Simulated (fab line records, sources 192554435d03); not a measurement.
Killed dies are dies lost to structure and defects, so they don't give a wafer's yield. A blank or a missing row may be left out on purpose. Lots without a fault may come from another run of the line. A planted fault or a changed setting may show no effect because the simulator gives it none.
Chamber matching | flow n5_finfet | N5_FIN_SAQP_SPACER2_ALD_28 on ald_sin-02: 4 sister chambers
The step deposits SiO2, target thk 8.1 nm, pulse time 1 s, purge time 2 s. 6 wafers are shown with their chamber, then 7 later ones without.

WAFERS WITH THEIR CHAMBER
wafer  | chamber | heater_power_w (W) | precursor_pulse_height_rel
L079.1 | 3       | 474                | 0.993
L079.5 | 1       | 524                | 1.002
L080.4 | 2       | 503                | 0.989
L080.5 | 0       | 438                | 1.018
L092.2 | 3       | 462                | 0.997
L092.4 | 0       | 435                | 0.988

WAFERS WITHOUT THEIR CHAMBER
wafer  | heater_power_w (W) | precursor_pulse_height_rel
L092.6 | 451                | 1.012
L094.1 | 450                | 0.985
L094.2 | 489                | 0.979
L094.4 | 471                | 0.991
L097.2 | 456                | 0.970
L097.3 | 431                | 0.971
L097.6 | 487                | 0.988

WHICH CHAMBER EACH WENT THROUGH
wafer  | from the rows above     | in truth
L092.6 | can't be placed: 0 or 3 | 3
L094.1 | can't be placed: 0 or 3 | 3
L094.2 | can't be placed: 2 or 3 | 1
L094.4 | 3                       | 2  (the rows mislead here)
L097.2 | can't be placed: 3 or 0 | 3
L097.3 | 0                       | 0
L097.6 | can't be placed: 2 or 3 | 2
Placed correctly: 1 of 7. Can't be placed from these rows: 5 (the true chamber is among the candidates in 4). Placed wrongly: 1.
How it was worked out, from the rows above alone: a wafer's distance from a chamber is the root of the sum, over the readings, of the square of ((its reading less the chamber's mean) divided by the reading's scatter). The wafer belongs to the nearest chamber; if the next one is less than 2 further off, it can't be placed. A chamber's mean is the mean of its shown wafers. The scatter: the root of (the sum of the squares of (reading less its chamber's mean) over the shown wafers, divided by (wafers less chambers)).
